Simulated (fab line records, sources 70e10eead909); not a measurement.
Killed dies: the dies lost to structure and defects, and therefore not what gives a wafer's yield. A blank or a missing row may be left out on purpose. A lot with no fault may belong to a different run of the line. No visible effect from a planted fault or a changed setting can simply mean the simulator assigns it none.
A lot that was struck, set against a sound lot || flow nand-harc || 18 out of 1159 route steps
Sound: these wafers, L474.1, L474.2, L474.4. Struck: wafers L476.1, L476.5, L476.6. The cause comes at the end.
Order at every step that has rows: each side's tool, ch and its chambers, its first start. Under that, the readings that differ: sound wafers || struck wafers || difference of the means || sigmas: that difference in standard deviations of wafers without a fault.
alike: same words and numbers on both sides, and readings whose means sit less than 2 such deviations apart. not compared: any withheld reading, any reading some wafer has no value for, any bound like >300 that may hide the same value, and any number with overlapping values for which the record gives no deviation.
Wherever a step has rows on one side only, a row that says differs or no value, or a row with sigmas, the two part there. When numbers do not overlap yet have no deviation, they are printed without sigmas and do not part them. A reading missing from all wafers of one side parts the sides only when that side holds two or more wafers.

NHARC_P_GATE_ALD_36: deposits SiNx, target thk 20 nm, pulse time 60 s, ald cycles 223.
  sound on ald-sin-04 ch 0,1,2, day 4 21:50; struck on ald-sin-04 ch 0,1,3, day 5 12:38
  alike: heater-power-w, precursor-pulse-height-rel
NHARC_P_GATE_ETCHBACK_37: etches the open film in CHF3/O2, target depth 34.5 nm, time 17.2 s.
  sound: rie-diel-01 ch 1,2,3; struck: rie-diel-13 ch 0,2,3
{"reading": "oes-product-au (a.u.)", "sound": "0.92 0.91 0.93", "struck": "1.01 1.02 1.00", "difference": "+0.09", "sigmas": "+2"}
  alike: drypump-motor-current-A, rf-vpp-V, showerhead-plenum-p-Torr, throttle-valve-pct
  not compared: rf-hours-counter-h
NHARC_P_GATE_STRIP_101: strips in O2, time 20 s.
  sound on rie-diel-01 ch 0,1,2, day 5 07:35; struck on rie-diel-13 ch 0,2,3, day 5 20:24
  alike: drypump-motor-current-A, oes-product-au, rf-vpp-V, showerhead-plenum-p-Torr, throttle-valve-pct
  not compared: rf-hours-counter-h
then, 9 steps without rows for these wafers: NHARC_P_GATE_PRECLEAN_97 (cleans in SPM, time 600 s); NHARC_P_GATE_SRD_98; NHARC_P_GATE_PRECLEAN_99 (cleans in SC1); NHARC_P_GATE_SRD_100; NHARC_P_GATE_DEHYDRATE_38 (time 120 s); NHARC_P_GATE_HMDS_39 (time 30 s); NHARC_P_GATE_COAT_40; NHARC_P_GATE_SOFTBAKE_41 (time 95 s); NHARC_P_GATE_EBR_42.
NHARC_P_GATE_EXPOSE_43: exposes mask P NSD, target cd 720 nm.
  sound on krf-scanner-02 ch 0, day 5 08:21; struck on krf-scanner-02 ch 0, day 5 21:03
{"reading": "mask", "sound": "P_NSD#0 P_NSD#0 P_NSD#0", "struck": "P_HVPW#0 P_HVPW#0 P_HVPW#0", "difference": "differs", "sigmas": ""}
  alike: stage-vel-mm-s
then, 2 steps without rows for these wafers: NHARC_P_GATE_PEB_44 (peb time 85 s); NHARC_P_GATE_DEVELOP_45 (time 70 s).
NHARC_P_GATE_CD_MEAS_46: target cd 720 nm.
  sound on cd-sem-02 ch 0, day 5 08:31; struck on cd-sem-01 ch 0, day 5 21:13
{"reading": "cd-nm (nm)", "sound": "713.9 715.4 716.3", "struck": "- - -", "difference": "no value on the struck wafers", "sigmas": ""}
then, 1 step without rows for these wafers: NHARC_P_GATE_HARDBAKE_47 (time 80 s).
-- jump in the record: it breaks off in module P_GATE and resumes in module END (first step shown: number 1159 of the route), and 14 days separate the struck wafers' starts before and after --
NHARC_END_SORT_01:
  only the struck wafers appear in the record here, on prober-01 ch 0 at day 19 17:32; the sound ones have no rows

== WHERE THEY PART ==
Last at NHARC_END_SORT_01 as far as this record goes, first at NHARC_P_GATE_ETCHBACK_37.

WHY: what had been put in by the simulator
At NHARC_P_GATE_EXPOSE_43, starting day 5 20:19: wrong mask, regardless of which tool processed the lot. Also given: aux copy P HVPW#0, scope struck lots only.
